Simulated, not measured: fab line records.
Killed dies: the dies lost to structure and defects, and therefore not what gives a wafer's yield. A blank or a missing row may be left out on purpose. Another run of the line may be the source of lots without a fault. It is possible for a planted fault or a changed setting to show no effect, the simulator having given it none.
Struck lot and sound lot, side by side :: flow n5-finfet :: 38 steps out of a route of 1938
Sound: the wafers L955.2, L955.3, L955.5. Struck: wafer L950.6 (left out: L950.4, a lot-mate that was not struck); the cause follows at the end.
At each step with rows: each side's tool, then ch and its chambers, then its first start. Under that, the readings that differ: sound wafers :: struck wafers :: difference of the means :: sigmas: that difference in standard deviations of wafers without a fault.
alike: readings whose means differ by less than 2 such deviations, and words and numbers that are the same on both sides. not compared: withheld readings, readings that some wafer has no value for, bounds like >300 that may hide the same value, and numbers for which the record gives no deviation and whose values overlap.
A row with sigmas, a row that says differs or no value, or rows on one side alone: a step with any of these is where the two part. When numbers do not overlap yet have no deviation, they are printed without sigmas and do not part them. A reading that every wafer of one side lacks parts them only if that side has two wafers or more.

first, 9 steps without rows for these wafers: N5_BEOL_M2_ANNEAL_95 (time 240 s); N5_BEOL_M2_SPUTTER_96 (material Cu, target thk 4.5 nm, time 8.29 s); N5_BEOL_M2_ECD_50 (material Cu, target thk 300 nm); N5_BEOL_M2_ANNEAL_51 (time 90 s); N5_BEOL_M2_CMP_52 (polishes, stops on SiOC, t overpolish 6.8 s, target thk 40 nm); N5_BEOL_M2_PRE_CLEAN_60 (time 15 s); N5_BEOL_M2_CO_CAP_55 (material Co, precursor CCTBA/H2, target thk 2 nm, time 102.1 s); N5_BEOL_M2_PRE_CLEAN_56 (time 15 s); N5_BEOL_M2_DEP_57 (deposits SiCN from 3MS/NH3, target thk 8 nm, time 14 s).
N5_BEOL_M3_ILD_DEP_00: deposits SiOC from DEMS/O2, target thk 79 nm, time 15.3 s.
  sound on pecvd-04 ch 0,2, day 13 15:58; struck on pecvd-03 ch 1, day 11 17:09
reading: model.SiOC_of_BEOL_M3_ILD_DEP_00.thk-nm (nm)
sound: 79.2 79.4 80.8
struck: 118.8
difference: +39.0
sigmas: 
  alike: heater-power-outer-w, heater-power-w, showerhead-plenum-p-Torr, throttle-valve-pct
  not compared: since-wet-clean-h
N5_BEOL_M3_THK_MEAS_01:
  sound: film-metro-02 at day 13 16:02; struck: film-metro-01 at day 11 17:12
reading: M3_ILD_THK (nm)
sound: 79.2 79.5 80.8
struck: 118.9
difference: +39.1
sigmas: +42
then, 24 steps without rows for these wafers: N5_BEOL_M3_PECVD_72 (deposits SiO2 from TEOS/O2, target thk 16 nm, time 18 s); N5_BEOL_M3_HM_DEP_02 (deposits TiN, target thk 20 nm); N5_BEOL_M3_COAT_61 (time 60 s, resist thk 60 nm); N5_BEOL_M3_COAT_62 (time 60 s, resist thk 12 nm); N5_BEOL_M3_COAT_73 (time 60 s, resist thk 5 nm); N5_BEOL_M3_COAT_05 (resist thk 30 nm); N5_BEOL_M3_EBR_07; N5_BEOL_M3_SOFTBAKE_06 (time 60 s); N5_BEOL_M3_EXPOSE_08 (exposes mask M3); N5_BEOL_M3_PEB_09 (peb time 60 s); N5_BEOL_M3_DEVELOP_10 (develop time 30 s); N5_BEOL_M3_DESCUM_16 (chemistry O2, time 7 s); N5_BEOL_M3_ETCH_74 (etches underlayer in N2/H2, target depth 6.5 nm, time 5.2 s); N5_BEOL_M3_ETCH_63 (etches SiARC in CF4, target depth 15.6 nm, time 26 s); N5_BEOL_M3_ETCH_64 (etches SOC in N2/H2, target depth 75 nm, overetch 15 nm, time 112.5 s); N5_BEOL_M3_STRIP_65 (strips in N2/H2); N5_BEOL_M3_STRIP_75 (strips in N2/H2); N5_BEOL_M3_STRIP_66 (strips in CF4); N5_BEOL_M3_HM_OPEN_17 (chemistry Cl2/BCl3, target TiN, target depth 20 nm, overetch 6 nm); N5_BEOL_M3_STRIP_19 (strips in O2); N5_BEOL_M3_COAT_67 (time 60 s, resist thk 60 nm); N5_BEOL_M3_COAT_68 (time 60 s, resist thk 12 nm); N5_BEOL_M3_COAT_76 (time 60 s, resist thk 5 nm); N5_BEOL_M3_COAT_22 (resist thk 30 nm).
N5_BEOL_M3_CMP_52: polishes, stops on SiOC, t overpolish 6.8 s, target thk 40 nm.
  sound on cmp-04 ch 1,2,3, day 13 22:56; struck on cmp-03 ch 1, day 12 00:23
reading: retaining-ring-pressure-frac
sound: 1.006 0.995 1.011
struck: 0.993
difference: -0.011
sigmas: -2

reading: model.Cu_of_BEOL_M3_ECD_50.thk-nm (nm)
sound: 40.6 41.2 42
struck: 80.2
difference: +38.9
sigmas: 

reading: model.SiOC_of_BEOL_M3_ILD_DEP_00.thk-nm (nm)
sound: 76.2 76.4 77.8
struck: 115.8
difference: +39.0
sigmas: 
  alike: motor-current-A, slurry-filter-dp-kPa
N5_BEOL_M4_RC_MEAS_101:
  the record has rows for the sound wafers here (prober-01 ch 0, day 14 08:38) and none for the struck ones
-- the record jumps here: 6 days lie between the struck wafers' starts before and after (it left off in module BEOL_M4 and takes up again in module PASSIVATION, whose first step shown is number 1936 of the route) --
N5_PASSIVATION_PROBE_49:
  only the struck wafers here have rows in the record (prober-02, day 18 06:55); the sound ones have none

## WHERE THEY PART
Last at N5_PASSIVATION_PROBE_49 as far as this record goes, first at N5_BEOL_M3_THK_MEAS_01.

WHY: what the simulator had put in
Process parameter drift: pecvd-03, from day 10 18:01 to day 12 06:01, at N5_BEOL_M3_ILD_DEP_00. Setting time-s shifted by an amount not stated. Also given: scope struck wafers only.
